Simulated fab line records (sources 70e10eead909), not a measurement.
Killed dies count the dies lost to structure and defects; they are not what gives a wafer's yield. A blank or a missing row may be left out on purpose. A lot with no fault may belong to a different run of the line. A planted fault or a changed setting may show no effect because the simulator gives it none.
What tool caused it? -- flow nandHarc -- 33 wafers from 11 lots sampled at 4 of the route's 1302 steps

== WHAT THE GAUGES READ, wafer by wafer ==
NHARC_P_STI_OCD_MEAS_17.
lot,measured,on,trenchDepthNm (nm),trenchFootCdNm (nm)
L957,day 2 20:53,ocd-02,298.4 300.1 303.8,156.8 157.3 157.7
L959,day 3 15:52,ocd-01,298.8 300.1 297.9,156.3 156.2 156.8
L960,day 4 04:17,ocd-02,304.8 303.8 302.2,156.1 157.5 155.5
L961,day 4 14:50,ocd-01,301.1 299.9 300.8,157.3 159.6 157.3
L963,day 5 08:29,ocd-01,299.9 296.3 299.7,156.7 157.4 157.3
L966,day 6 13:13,ocd-02,299.6 301.3 301.4,159.9 159.1 159.1
L967,day 6 23:14,ocd-01,298.8 304.3 300.6,157.9 155.2 158.2
L968,day 7 10:03,ocd-02,302.2 295.7 294.8,154.1 155.9 159.0
L969,day 7 19:35,ocd-01,303.1 303.6 303.1,154.2 154.8 156.5
L974,day 9 21:59,ocd-01,298.0 298.5 296.2,157.7 161.1 161.9
L978,day 11 14:25,ocd-01,298.2 299.3 177.6,156.7 158.7 176.7

== EACH LOT AND THE TOOL THAT RAN IT (in order: tool; ch and the chambers of the sampled wafers; start) ==
lot,NHARC_P_ZERO_WELL_ETCH_62,NHARC_P_STI_ETCH_31,NHARC_P_STI_ETCH_15
L957,"rieDiel-10 ch 0,1,2, day 2 20:37 or earlier","rieDiel-09 ch 1,3, day 2 20:37 or earlier","rieSi-04 ch 1,2,3, day 2 20:37"
L959,"rieDiel-10 ch 0,1,2, day 3 15:37 or earlier","rieDiel-08 ch 0,1,3, day 3 15:37 or earlier","rieSi-01 ch 0,1,2, day 3 15:37"
L960,"rieDiel-07 ch 0,2,3, day 4 04:01 or earlier","rieDiel-09 ch 0,2, day 4 04:01 or earlier","rieSi-04 ch 1,2, day 4 04:01"
L961,"rieDiel-07 ch 0,1,2, day 4 14:36 or earlier","rieDiel-12 ch 1,2,3, day 4 14:36 or earlier","rieSi-04 ch 2,3, day 4 14:36"
L963,"rieDiel-07 ch 1,2, day 5 08:14 or earlier","rieDiel-09 ch 1,2, day 5 08:14 or earlier","rieSi-01 ch 0,1, day 5 08:14"
L966,"rieDiel-10 ch 0,1,2, day 6 12:59 or earlier","rieDiel-12 ch 0,1,2, day 6 12:59 or earlier","rieSi-04 ch 0,1,2, day 6 12:59"
L967,"rieDiel-10 ch 0,1,3, day 6 23:01 or earlier","rieDiel-09 ch 0,1, day 6 23:01 or earlier","rieSi-04 ch 1,2,3, day 6 23:01"
L968,"rieDiel-04 ch 0,1, day 7 09:46 or earlier","rieDiel-12 ch 2,3, day 7 09:46 or earlier","rieSi-03 ch 0,1,2, day 7 09:46"
L969,"rieDiel-04 ch 0,2, day 7 19:22 or earlier","rieDiel-12 ch 0,2, day 7 19:22 or earlier","rieSi-04 ch 1,2, day 7 19:22"
L974,"rieDiel-07 ch 0,1,2, day 9 21:42 or earlier","rieDiel-12 ch 0,2,3, day 9 21:42 or earlier","rieSi-01 ch 2,3, day 9 21:42"
L978,"rieDiel-10 ch 0,2, day 11 14:12 or earlier","rieDiel-12 ch 1,2, day 11 14:12 or earlier","rieSi-01 ch 0,1,2, day 11 14:12"
- NHARC_P_ZERO_WELL_ETCH_62: etches the open film in CHF3/Ar, target depth 13 nm, time 6.5 s.
- NHARC_P_STI_ETCH_31: etches the open film in CF4/CHF3, target depth 108.9 nm, time 54.5 s.
- NHARC_P_STI_ETCH_15: etches the open film in HBr/Cl2, target depth 300 nm, time 100.1 s.

== AS READ BY THE TOOLS THEMSELVES (means over the sampled wafers that have a number; for cases with no such wafer, the mark the record gives instead) ==
NHARC_P_ZERO_WELL_ETCH_62.
lot,tool,drypumpMotorCurrentA (A),oesProductAu (a.u.),rfFwdPowerW (W),rfVppV (V),showerheadPlenumPTorr (Torr),throttleValvePct (%)
L957,rieDiel-10,5.8,0.944,488.2,369.8,2.32,20.218
L959,rieDiel-10,5.8,0.966,489.0,369.6,2.32,20.222
L960,rieDiel-07,6.2,0.961,486.1,372.3,2.39,20.217
L961,rieDiel-07,6.0,0.965,487.7,371.6,2.40,20.216
L963,rieDiel-07,5.8,0.967,490.7,369.9,2.34,20.216
L966,rieDiel-10,5.8,0.973,487.8,370.6,2.31,20.220
L967,rieDiel-10,5.7,0.969,487.8,369.4,2.32,20.216
L968,rieDiel-04,4.7,0.964,490.4,367.8,2.20,20.217
L969,rieDiel-04,5.4,0.965,488.1,368.8,2.27,20.213
L974,rieDiel-07,6.0,0.976,489.2,371.9,2.39,20.219
L978,rieDiel-10,6.2,0.980,489.1,369.7,2.32,20.221

NHARC_P_STI_ETCH_31.
lot,tool,cf4FlowSccm (sccm),drypumpMotorCurrentA (A),oesProductAu (a.u.),rfFwdPowerW (W),rfVppV (V),showerheadPlenumPTorr (Torr),throttleValvePct (%)
L957,rieDiel-09,100.0,6.1,0.969,499.1,372.9,1.63,16.805
L959,rieDiel-08,99.8,6.2,0.976,495.8,371.5,1.58,16.792
L960,rieDiel-09,100.1,5.6,0.953,493.2,371.2,1.59,16.805
L961,rieDiel-12,99.9,5.6,0.968,496.4,368.4,1.52,16.800
L963,rieDiel-09,100.1,5.9,0.971,494.1,370.1,1.55,16.795
L966,rieDiel-12,100.2,5.9,0.968,495.6,369.9,1.54,16.802
L967,rieDiel-09,99.7,5.9,0.960,495.4,367.3,1.49,16.803
L968,rieDiel-12,100.1,5.1,0.939,494.3,368.1,1.50,16.806
L969,rieDiel-12,99.9,5.7,0.982,491.9,369.3,1.53,16.792
L974,rieDiel-12,99.9,5.4,0.985,492.8,368.5,1.51,16.801
L978,rieDiel-12,100.1,5.7,0.923,495.2,368.1,1.53,16.800

NHARC_P_STI_ETCH_15.
lot,tool,drypumpMotorCurrentA (A),oesProductAu (a.u.),rfFwdPowerW (W),throttleValvePct (%)
L957,rieSi-04,6.0,1.001,398.1,26.395
L959,rieSi-01,5.7,0.997,396.0,26.401
L960,rieSi-04,6.0,1.007,398.2,26.408
L961,rieSi-04,5.9,0.997,397.9,26.404
L963,rieSi-01,5.9,0.999,395.4,26.410
L966,rieSi-04,5.7,0.997,398.6,26.398
L967,rieSi-04,6.0,1.006,397.3,26.406
L968,rieSi-03,5.6,0.996,396.8,26.396
L969,rieSi-04,6.0,1.009,399.3,26.399
L974,rieSi-01,5.9,0.991,397.8,26.412
L978,rieSi-01,5.7,0.909,397.7,26.407

== THE ANSWER, worked out from the rows above alone ==
Rule: usual is defined by the lots themselves. Put in order of their means at a reading, lots are off if they are a third of the lots or fewer, leave a main group of 4 or more, and stand apart from it by a gap of 3 or more times the standard deviation of the main group's means; of several such gaps the widest counts. A main group is skipped when, at the precision printed for the reading in the tables above, its means are all equal. Also off: a lot with no number at a reading for which 4 or more lots have one. The other lots that the step has rows for count as sound. After the gauges, taken in route order, come the tools' own readings; for these a lot's mean is taken, as printed above. The first step at which some lot is off is used, and at that step the reading that is off furthest; a lot without a number counts as furthest.
Off, at NHARC_P_STI_OCD_MEAS_17 on trenchDepthNm: L978. The main group has a mean of 300.3 nm with a standard deviation of 2.
A tool fits if, at a process step before that reading, it ran every lot that is off, and no sound lot after the first of them. The gauges at NHARC_P_STI_OCD_MEAS_17 aren't tried: what is off there is off at NHARC_P_STI_ETCH_15 too, on other tools, and a gauge's error can't cause that. NHARC_P_ZERO_WELL_ETCH_62: start missing for some lots; hours and lot order therefore follow NHARC_P_STI_ETCH_15. NHARC_P_STI_ETCH_31: start missing for some lots; hours and lot order therefore follow NHARC_P_STI_ETCH_15. Can't be told from this: 3 tools fit, rieDiel-10 at NHARC_P_ZERO_WELL_ETCH_62, rieDiel-12 at NHARC_P_STI_ETCH_31, rieSi-01 at NHARC_P_STI_ETCH_15.

== WHAT HAD BEEN PUT IN BY THE SIMULATOR ==
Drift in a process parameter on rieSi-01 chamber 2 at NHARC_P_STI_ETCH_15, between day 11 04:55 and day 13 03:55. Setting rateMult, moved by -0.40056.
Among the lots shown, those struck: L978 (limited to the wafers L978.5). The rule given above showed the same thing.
